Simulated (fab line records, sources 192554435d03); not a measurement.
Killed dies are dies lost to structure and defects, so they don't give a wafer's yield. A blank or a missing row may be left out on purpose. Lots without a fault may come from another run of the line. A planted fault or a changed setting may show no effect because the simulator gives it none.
fab line records | flow n5_finfet
record lots=10 wafers=27 last_day=17
route steps=1938 shown BEOL_M3@1008 BEOL_M4@1036 PASSIVATION@1936
lots that met no fault: from a run of the same line without faults
start_h: hours from the record's first day to the start of the lot's first wafer shown | wait_h: hours since the lot's step before | " the same as in the row above | L1.1+2: a row that stands for several wafers | - no value, or no start given | * or withheld: withheld | < > ~ a bound
route shown NAME@n: a module of which the file shows steps, and the number in the route of the first | usual: mean/standard deviation of fault-free wafers | same: alike in all rows | chamber/n: place in a boat | sites: the reading at each site | _std_site: their standard deviation | _edge_site: outer sites' mean less inner sites' | radius_mm: how far each site lies from the wafer's centre | mask NAME#n: copy n | behind: the tool/chamber that last shaped the wafer | hold: why the lot was held/for how many hours/how that ended | device: the transistor (n, p or np) that didn't switch | end of line: the same wafers' tests at the end of the route | a step without rows: its recipe alone | killed: dies lost to structure and defects at the first sort, not the wafer's yield | map: a wafer's dies, x killed, . not, _ none there
set.NAME: the setting as run; set.NAME@STEP: as run at that earlier step | model.NAME: the simulator's own value behind a step, which no gauge read
steps of the route over a sample of lots; a table a step, a row a wafer
services: from which hour (start_h, from the record's first day; less than 0 if before it) a tool's chamber was out of use, for how many hours, and why
## steps
# step N5_BEOL_M3_SPUTTER_94
# recipe material=Cu target_thk_a=45 temp_c=-20 chamber_pressure_pa=0.07 power_w=withheld time_s=8.29
# usual susceptor_temp_C=-20.01/0.099 throttle_valve_pct=30.0/1.1
# columns lot.wafer tool chamber start_h wait_h susceptor_temp_C throttle_valve_pct
L597.3 pvd_sputter-02 - 167.04 0.1 -20.06 28.5
L597.4 " - " " -19.89 30.2
L597.6 " - " " -20.15 28.7
L601.1 pvd_sputter-03 - 184.89 0.1 -20.11 30.4
L601.2 " - " " -19.98 30.1
L601.4 " - " " -20.16 30.3
L600.1 pvd_sputter-01 - 187.75 0.1 -20.04 28.8
L600.3 " - " " -19.84 31.4
L600.5 " - " " -20.22 31.3
L605.4 pvd_sputter-01 - 212.51 0.1 -19.91 30.6
L605.6 " - " " -19.98 30.7
L608.4 pvd_sputter-01 - 231.88 0.1 -20.05 28.7
L608.5 " - " " -19.90 28.9
L609.5 pvd_sputter-01 - 236.98 0.0 -19.95 30.7
L609.6 " - " " -20.01 31.2
L613.1 pvd_sputter-01 - 262.95 0.1 -19.88 30.7
L613.3 " - " " -19.94 29.4
L613.4 " - " " -19.87 31.3
L614.2 pvd_sputter-03 - 266.78 0.1 -19.87 30.0
L614.4 " - " " -19.90 29.7
L614.5 " - " " -19.88 30.0
L616.2 pvd_sputter-02 - 277.33 0.1 -20.01 30.6
L616.3 " - " " -19.89 29.8
L616.5 " - " " -20.04 28.9
L618.1 pvd_sputter-03 - 285.09 0.1 -19.95 32.0
L618.3 " - " " -20.04 30.4
L618.5 " - " " -20.03 30.0
# step N5_BEOL_M4_INSPECT_13
# recipe mode=adi inspect_instrument=brightfield
# usual raw_defect_count=426/99
# columns lot.wafer tool chamber start_h wait_h raw_defect_count
L597.3 defect_inspect-01 - 169.45 0.0 514
L597.4 " - " " 471
L597.6 " - " " 537
L601.1 defect_inspect-01 - 188.53 0.1 319
L601.2 " - " " 504
L601.4 " - " " 564
L600.1 defect_inspect-02 - 192.03 0.1 347
L600.3 " - " " 229
L600.5 " - " " 348
L605.4 defect_inspect-01 - 224.10 0.0 527
L605.6 " - " " 588
L608.4 defect_inspect-01 - 236.46 0.0 521
L608.5 " - " " 357
L609.5 defect_inspect-02 - 240.20 0.0 398
L609.6 " - " " 350
L613.1 defect_inspect-02 - 265.00 0.1 382
L613.3 " - " " 335
L613.4 " - " " 396
L614.2 defect_inspect-02 - 270.29 0.0 298
L614.4 " - " " 289
L614.5 " - " " 402
L616.2 defect_inspect-02 - 279.99 0.0 264
L616.3 " - " " 355
L616.5 " - " " 342
L618.1 defect_inspect-01 - 288.89 0.1 386
L618.3 " - " " 425
L618.5 " - " " 439
# step N5_BEOL_M4_DESCUM_16
# recipe chemistry=O2 time_s=7 source_power_w=50 bias_power_w=20 pressure_mtorr=20 rf_frequency_hz=2.712e+07 temp_c=40 resist=CAR-EUV o2_flow_sccm=225
# usual bias_power_w=20.01/0.056 drypump_motor_current_A=5.7/0.47 oes_product_au=0.75/0.06 rf_vpp_V=243.6/1.1 showerhead_plenum_p_Torr=2.12/0.048 throttle_valve_pct=20.56/0.29
# columns lot.wafer tool chamber start_h wait_h bias_power_w drypump_motor_current_A oes_product_au rf_hours_counter_h rf_vpp_V showerhead_plenum_p_Torr throttle_valve_pct
L597.3 rie_diel-06 3 170.25 0.8 20.05 5.7 0.83 88 244.4 2.12 20.62
L597.4 " 2 " " 20.02 5.5 0.78 113 242.6 2.09 20.24
L597.6 " 3 " " 20.03 5.7 0.82 - 241.8 2.12 20.62
L601.1 rie_diel-05 0 188.57 0.0 20.02 5.5 0.78 123 242.7 2.11 20.73
L601.2 " 3 " " 20.05 5.5 0.81 95 244.0 2.23 20.38
L601.4 " 2 " " 20.02 4.9 0.74 188 245.5 2.17 20.16
L600.1 rie_diel-05 2 192.15 0.1 20.02 4.9 0.73 189 242.6 2.17 20.16
L600.3 " 3 " " 20.00 5.4 0.81 96 245.8 2.23 20.39
L600.5 " 1 " " 20.03 6.2 0.83 - 244.9 2.12 20.63
L605.4 rie_diel-05 1 224.13 0.0 20.01 6.2 0.82 101 243.3 2.12 20.64
L605.6 " 2 " " 20.03 4.9 0.73 - 245.5 2.17 20.17
L608.4 rie_diel-05 2 236.49 0.0 20.04 4.9 0.71 206 243.9 2.16 20.19
L608.5 " 2 " " 20.02 4.9 0.72 - 244.5 2.16 20.17
L609.5 rie_diel-05 3 240.25 0.0 20.03 5.5 0.79 - 244.7 2.22 20.41
L609.6 " 0 " " 20.10 5.5 0.77 - 244.5 2.10 20.75
L613.1 rie_diel-06 2 265.04 0.0 19.97 5.5 0.75 150 243.6 2.08 20.32
L613.3 " 1 " " 20.17 5.7 0.67 235 244.6 2.16 20.67
L613.4 " 0 " " 20.01 6.4 0.68 235 243.4 2.07 20.94
L614.2 rie_diel-06 1 270.33 0.0 19.96 5.7 0.67 237 243.1 2.16 20.67
L614.4 " 0 " " 20.05 6.4 0.69 236 242.1 2.07 20.94
L614.5 " 0 " " 19.99 6.4 0.67 - 243.2 2.07 20.95
L616.2 rie_diel-02 3 280.02 0.0 20.02 5.9 0.73 157 243.9 2.09 20.82
L616.3 " 0 " " 19.96 6.5 0.81 94 245.2 2.19 20.39
L616.5 " 2 " " 19.94 5.1 0.69 - 242.9 2.09 21.01
L618.1 rie_diel-06 2 288.92 0.0 20.05 5.5 0.74 157 243.1 2.08 20.31
L618.3 " 0 " " 20.00 6.4 0.68 242 243.4 2.07 20.94
L618.5 " 1 " " 20.01 5.7 0.67 - 244.6 2.16 20.68
# step N5_BEOL_M4_ETCH_74
# recipe chemistry=N2/H2 target=underlayer target_depth_a=65 mask_material=CAR-EUV time_s=5.2 ion_energy_ev=200 pressure_mtorr=30 source_w=840 bias_w=150 n2_flow_sccm=200 h2_flow_sccm=200 ends=cleared
# usual drypump_motor_current_A=5.8/0.48 etch_rf_on_time_s=5.21/0.1 oes_product_au=0.64/0.051 rf_vpp_V=524.6/2 showerhead_plenum_p_Torr=2.57/0.058 throttle_valve_pct=17.96/0.23
# columns lot.wafer tool chamber start_h wait_h drypump_motor_current_A etch_rf_on_time_s oes_product_au rf_hours_counter_h rf_vpp_V showerhead_plenum_p_Torr throttle_valve_pct
L597.3 rie_diel-06 3 170.28 0.0 5.7 5.12 0.71 88 525.7 2.56 17.96
L597.4 " 2 " " 5.5 5.28 0.65 113 524.3 2.56 17.79
L597.6 " 3 " " 5.7 5.10 0.69 - 526.2 2.56 17.94
L601.1 rie_diel-05 0 188.60 0.0 5.5 5.02 0.66 123 522.9 2.54 17.96
L601.2 " 3 " " 5.5 5.32 0.69 95 526.0 2.66 17.62
L601.4 " 2 " " 4.9 5.40 0.62 188 525.4 2.64 17.70
L600.1 rie_diel-05 2 192.19 0.0 4.9 5.30 0.62 189 527.9 2.64 17.68
L600.3 " 3 " " 5.5 5.23 0.69 96 525.6 2.66 17.62
L600.5 " 1 " " 6.2 5.07 0.70 - 525.4 2.56 18.00
L605.4 rie_diel-05 1 224.17 0.0 6.2 7.11 0.59 101 525.2 2.56 17.98
L605.6 " 2 " " 4.9 7.42 0.52 - 528.2 2.63 17.67
L608.4 rie_diel-05 2 236.53 0.0 4.9 7.33 0.52 206 526.9 2.63 17.69
L608.5 " 2 " " 4.9 5.20 0.62 - 528.2 2.63 17.69
L609.5 rie_diel-05 3 240.28 0.0 5.5 5.32 0.67 - 526.8 2.65 17.68
L609.6 " 0 " " 5.5 7.06 0.56 - 523.0 2.53 17.93
L613.1 rie_diel-06 2 265.07 0.0 5.5 5.39 0.62 150 522.8 2.55 17.88
L613.3 " 1 " " 5.7 5.10 0.59 235 521.7 2.61 17.90
L613.4 " 0 " " 6.4 5.29 0.57 235 527.1 2.50 18.32
L614.2 rie_diel-06 1 270.36 0.0 5.7 5.11 0.57 237 526.2 2.61 17.90
L614.4 " 0 " " 6.4 5.25 0.58 236 524.3 2.50 18.35
L614.5 " 0 " " 6.4 5.27 0.58 - 523.3 2.50 18.33
L616.2 rie_diel-02 3 280.06 0.0 5.9 5.26 0.62 157 523.6 2.54 18.25
L616.3 " 0 " " 6.5 5.18 0.69 94 530.0 2.69 18.09
L616.5 " 2 " " 5.1 5.36 0.59 - 522.1 2.51 18.18
L618.1 rie_diel-06 2 288.96 0.0 5.5 5.36 0.64 157 523.4 2.54 17.85
L618.3 " 0 " " 6.4 5.30 0.57 242 522.6 2.50 18.37
L618.5 " 1 " " 5.7 5.12 0.58 - 525.3 2.60 17.94
# step N5_BEOL_M4_RC_MEAS_101
# usual DIBL_N=35.9/1.6 DIBL_P=35.6/2.1 IOFF_N=0.149/0.029 IOFF_P=0.20/0.033 ION_N=671/11 ION_P=460/7.3 SS_N=71.4/0.62 SS_P=73.2/0.65 VT_N=251/3.1 VT_P=-251/3.4
# columns lot.wafer tool chamber start_h wait_h DIBL_N[mV/V] DIBL_P[mV/V] IOFF_N[nA/um] IOFF_P[nA/um] ION_N[uA/um] ION_P[uA/um] SS_N[mV/dec] SS_P[mV/dec] VT_N[mV] VT_P[mV]
L597.3 prober-01 0 180.00 0.3 34.8 36.8 0.153 0.19 687 462 71.7 73.5 252 -255
L597.4 " 0 " " 35.9 38.6 0.169 0.20 676 455 72.1 73.4 252 -253
L597.6 " 0 " " 33.8 35.6 0.124 0.17 654 454 71.4 72.9 260 -256
L601.1 prober-02 0 196.43 0.0 36.4 36.1 0.144 0.17 659 444 72.3 72.7 252 -258
L601.2 " 0 " " 35.6 37.0 0.144 0.18 665 452 71.3 72.4 250 -254
L601.4 " 0 " " 36.7 38.0 0.158 0.20 668 459 71.3 73.1 251 -252
L600.1 prober-02 0 199.72 0.0 35.4 33.4 0.133 0.18 668 459 70.8 72.8 251 -251
L600.3 " 0 " " 34.4 31.4 0.114 0.15 664 456 71.0 72.5 254 -254
L600.5 " 0 " " 36.6 34.7 0.152 0.19 677 459 71.3 73.8 250 -251
L605.4 prober-01 0 230.87 0.5 38.7 39.8 0.216 0.25 690 467 72.4 74.5 246 -249
L605.6 " 0 " " 37.9 38.5 0.199 0.23 692 472 71.8 74.5 245 -250
L608.4 prober-01 0 247.06 0.5 35.1 33.3 0.135 0.19 662 461 71.3 73.0 253 -251
L608.5 " 0 " " 34.1 32.3 0.118 0.18 664 455 70.7 72.6 254 -251
L609.5 prober-02 0 254.85 0.6 37.9 38.3 0.178 0.23 670 457 72.4 74.4 251 -249
L609.6 " 0 " " 35.9 36.3 0.152 0.20 669 465 71.5 73.1 251 -251
L613.1 prober-02 0 277.04 0.0 35.2 34.7 0.118 0.16 661 454 71.2 73.4 254 -257
L613.3 " 0 " " 36.1 35.8 0.131 0.18 667 457 71.2 73.6 255 -252
L613.4 " 0 " " 35.1 34.6 0.127 0.16 680 464 70.7 73.3 251 -255
L614.2 prober-02 0 281.01 0.2 35.2 34.6 0.132 0.20 664 459 71.1 73.1 252 -249
L614.4 " 0 " " 34.2 32.9 0.123 0.18 653 455 71.3 72.2 254 -251
L614.5 " 0 " " 35.3 34.5 0.137 0.19 656 454 71.7 72.8 253 -250
L616.2 prober-02 0 288.99 0.2 36.6 35.6 0.183 0.23 677 466 72.1 73.3 245 -249
L616.3 " 0 " " 35.3 35.2 0.175 0.23 686 469 71.3 73.8 245 -248
L616.5 " 0 " " 35.5 34.1 0.161 0.20 670 457 72.1 73.5 248 -251
L618.1 prober-02 0 303.75 0.0 34.6 34.7 0.133 0.19 665 458 71.8 72.8 251 -251
L618.3 " 0 " " 34.9 33.6 0.135 0.16 679 461 71.3 72.4 252 -253
L618.5 " 0 " " 35.7 34.8 0.154 0.19 681 459 71.5 73.6 250 -249
# step N5_PASSIVATION_PROBE_49
# usual defect_limited_yield=90.9/1.5 killed_at_M0_to_M3=36/9.9 killed_at_M4_up=13/4.5 killed_at_contacts=13/6.4 killed_at_front_end=42/12 killed_at_other=3.4/3 killed_dies=107/18 killed_open=69/13 killed_short=35/8.2 sort_bin_5_function=5.3/1.1 sort_bin_6_memory=3.4/0.69 sort_n_pass=1073/18 sort_yield_pct=90.9/1.5
# same gross_dies=1180 killed_at_back_side=0 sort_bin_4_leakage[%]=0 sort_bin_8_speed[%]=0
# columns lot.wafer tool chamber start_h wait_h defect_limited_yield[%] killed_at_M0_to_M3 killed_at_M4_up killed_at_contacts killed_at_front_end killed_at_other killed_dies killed_open killed_short sort_bin_5_function[%] sort_bin_6_memory[%] sort_n_pass sort_yield_pct[%]
L609.6 prober-01 - 352.33 0.3 92.7 25 9 8 41 3 86 59 26 3.8 3.2 1094 92.7
# killed by level:class
L609.6 STI_FIN_REVEAL:geometric_particle:open=18 BEOL_M0_SAQP:geometric_particle:short=9 MOL_CONTACT_COAG:geometric_particle:open=7 BEOL_M0_SAQP:geometric_particle:open=6 STI_FIN_REVEAL:geometric_particle:short=4 DUMMY_GATE:geometric_particle:open=4 GATE_CUT:geometric_particle:short=4 BEOL_M1:geometric_particle:open=4
## services
# columns tool chamber start_h hours kind
rie_diel-02 - 156.72 16.8 repair
rie_diel-06 1 161.09 4.9 repair
rie_diel-05 2 164.28 5.6 repair
rie_diel-06 3 211.16 15.1 repair
rie_diel-02 2 226.34 13.2 repair
rie_diel-06 1 233.21 4.6 repair
rie_diel-06 - 242.52 0.3 repair
rie_diel-02 1 251.75 - clean
rie_diel-02 1 251.75 - consumable_replace:focus_ring
rie_diel-02 1 251.75 19.5 scheduled_down
rie_diel-02 1 251.75 19.5 vent_cycle
## key
first_sign step=N5_BEOL_M4_ETCH_74 reading=etch_rf_on_time_s direction=up sigmas=20 usual=* struck=*
effect step=N5_BEOL_M4_ETCH_74 reading=oes_product_au direction=down sigmas=1.9 usual=0.64 struck=0.54 wafers_moved=2
met_at N5_BEOL_M4_ETCH_74
struck_lots L605,L608,L609
struck_wafers L605.4,L605.6,L608.4,L609.6
not_acting_at N5_BEOL_M3_SPUTTER_94,N5_BEOL_M4_INSPECT_13,N5_BEOL_M4_DESCUM_16
onset_between 192.19 224.17
fault kind=process_parameter_drift tool=rie_diel-05 chamber=- onset_h=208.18 steps=N5_BEOL_M4_ETCH_74 channel=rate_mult offset=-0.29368 shape=step end_h=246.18 scope=struck_wafers_only
